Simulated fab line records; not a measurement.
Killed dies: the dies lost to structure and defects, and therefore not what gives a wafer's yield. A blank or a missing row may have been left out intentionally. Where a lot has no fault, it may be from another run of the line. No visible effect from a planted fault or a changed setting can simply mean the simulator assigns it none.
fab line records	flow n5-finfet
record lots=7	wafers=39
route steps=1938 shown BEOL_M14@1770 PASSIVATION@1910
start-h: start of the lot's first displayed wafer, in hours after the record's first day	wait-h: hours since the lot's step before	" unchanged from the row above	L1.1+2: a row that stands for several wafers	- no value, or no start was given	* or withheld: withheld	< > ~ a bound
route shown NAME@n: names a module that has steps shown in the file, with the first one's number in the route	usual: mean/standard deviation of fault-free wafers	same: alike in all rows	chamber/n: place in a boat	sites: per-site readings	_std_site: how widely they spread, as a standard deviation	_edge_site: outer sites' mean less inner sites'	radius-mm: how far each site lies from the wafer's centre	mask NAME#n: copy n	behind: the most recent tool/chamber to have shaped the wafer	hold: why the lot went on hold/how many hours it stayed there/how the hold came to an end	device: transistor that didn't switch, given as n, p or np	end of line: tests of these same wafers at the route's end	for a step that has no rows: nothing shown but its recipe	killed: dies that structure and defects cost at the first sort, which is not the same as the wafer's yield	map: the dies of a wafer, with x for killed, . for not killed, _ for no die there
set.NAME: setting as actually run; set.NAME@STEP: the setting as run at that earlier step	model.NAME: the simulator's own value behind a step, which no gauge read
lots run with intentionally changed settings; tables by step, rows by wafer
## steps
# step N5_BEOL_M14_DEP_53
# recipe material=SiCN	target-thk-a=500	temp-c=withheld	precursor=3MS/NH3	pressure-torr=3	rf-w=675	time-s=17.8
lot.wafer	tool	chamber	start-h	wait-h	set.time-s	model.SiCN_of_BEOL_M14_DEP_53.thk-nm
L078.1+3	pecvd-01	1,0	280.55	0.0	17.8	48.6
L078.2	"	2	"	"	25.35	69.2
L078.4	"	1	"	"	17.8	49.2
L078.5	"	2	"	"	25.35	70.4
L078.6	"	0	"	"	25.35	71
L085.1	pecvd-01	2	338.62	0.0	17.8	49.2
L085.2	"	0	"	"	17.8	50.4
L085.3	"	1	"	"	17.8	49.6
L085.4	"	1	"	"	17.8	50.6
L085.5	"	0	"	"	17.8	50.8
L085.6	"	2	"	"	17.8	49.8
L087.1+3	pecvd-01	1,2	349.03	0.0	17.8	49.6
L087.2	"	0	"	"	26.15	72.6
L087.4	"	1	"	"	17.8	50.4
L087.5	"	2	"	"	26.15	73.2
L087.6	"	0	"	"	26.15	74
L084.2	pecvd-03	2	350.25	0.0	17.8	50.6
L084.4+5	"	0,2	"	"	17.8	51.2
L089.1	pecvd-01	1	367.71	0.0	8.272	23.2
L089.2	"	2	"	"	17.8	49.2
L089.3	"	0	"	"	8.272	24.2
L089.4	"	2	"	"	8.272	23.6
L089.5	"	0	"	"	17.8	51.8
L089.6	"	1	"	"	17.8	50.4
L093.1+3	pecvd-01	2,0	399.39	0.0	12.25	34.2
L093.2	"	1	"	"	12.25	35.2
L093.4	"	0	"	"	17.8	50.2
L093.5	"	2	"	"	17.8	49.8
L093.6	"	1	"	"	17.8	50.6
L095.1	pecvd-01	2	409.53	0.0	17.8	49.6
L095.2	"	1	"	"	14.19	40.8
L095.3	"	0	"	"	17.8	50
L095.4	"	1	"	"	14.19	41.4
L095.5	"	0	"	"	14.19	41.2
L095.6	"	2	"	"	17.8	50.6
# step N5_PASSIVATION_ETCH_59
# recipe chemistry=Cl2/BCl3	target=TaN	target-depth-a=650	time-s=34.9	ion-energy-ev=100	pressure-mtorr=10	icp-w=900	bias-w=100	Cl2_flow_sccm=60	bcl3-flow-sccm=30
lot.wafer	tool	chamber	start-h	wait-h	set.time-s	model.etch.depth-nm
L078.1	rie-metal-02	0	296.56	0.3	34.9	64.32
L078.2	"	1	"	"	28.74	54.96
L078.3	"	0	"	"	34.9	64.56
L078.4	"	1	"	"	28.74	55.15
L078.5	"	0	"	"	28.74	53.24
L078.6	"	1	"	"	34.9	66.84
L085.1	rie-metal-02	0	354.81	0.3	34.9	63.77
L085.2	"	1	"	"	34.9	66.04
L085.3	"	1	"	"	19.43	36.78
L085.4	"	0	"	"	19.43	36.14
L085.5	"	1	"	"	19.43	37.2
L085.6	"	0	"	"	34.9	64.65
L084.2	rie-metal-03	0	368.50	0.3	34.9	63.06
L084.4	"	0	"	"	34.9	63.2
L084.5	"	1	"	"	34.9	65.28
L087.1	rie-metal-02	1	368.77	0.3	34.9	66.21
L087.2	"	0	"	"	34.9	64.27
L087.3	"	0	"	"	34.9	64.43
L087.4	"	1	"	"	52.64	100
L087.5	"	1	"	"	52.64	100.2
L087.6	"	0	"	"	52.64	97.1
L089.1	rie-metal-02	0	384.34	0.3	34.9	64.36
L089.2	"	1	"	"	34.9	66.66
L089.3	"	0	"	"	34.9	63.93
L089.4	"	1	"	"	34.9	66.62
L089.5	"	0	"	"	34.9	64.09
L089.6	"	1	"	"	34.9	66.26
L093.1	rie-metal-01	0	418.33	0.3	27.63	53.88
L093.2	"	1	"	"	27.63	51.53
L093.3	"	0	"	"	34.9	67.86
L093.4	"	1	"	"	27.63	51.38
L093.5	"	1	"	"	34.9	64.81
L093.6	"	0	"	"	34.9	67.68
L095.1	rie-metal-01	1	422.88	0.3	27.5	50.64
L095.2	"	0	"	"	34.9	68.71
L095.3	"	0	"	"	34.9	68.36
L095.4	"	1	"	"	27.5	51.09
L095.5	"	1	"	"	27.5	51.2
L095.6	"	0	"	"	34.9	67.89
## key
split step=N5_BEOL_M14_DEP_53	setting=time-s	stated=17.8	by=wafer
response step=N5_BEOL_M14_DEP_53	reading=model.SiCN_of_BEOL_M14_DEP_53.thk-nm	change=+0.498	per=1%	r=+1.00
split step=N5_PASSIVATION_ETCH_59	setting=time-s	stated=34.9	by=wafer
response step=N5_PASSIVATION_ETCH_59	reading=model.etch.depth-nm	change=+0.669	per=1%	r=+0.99
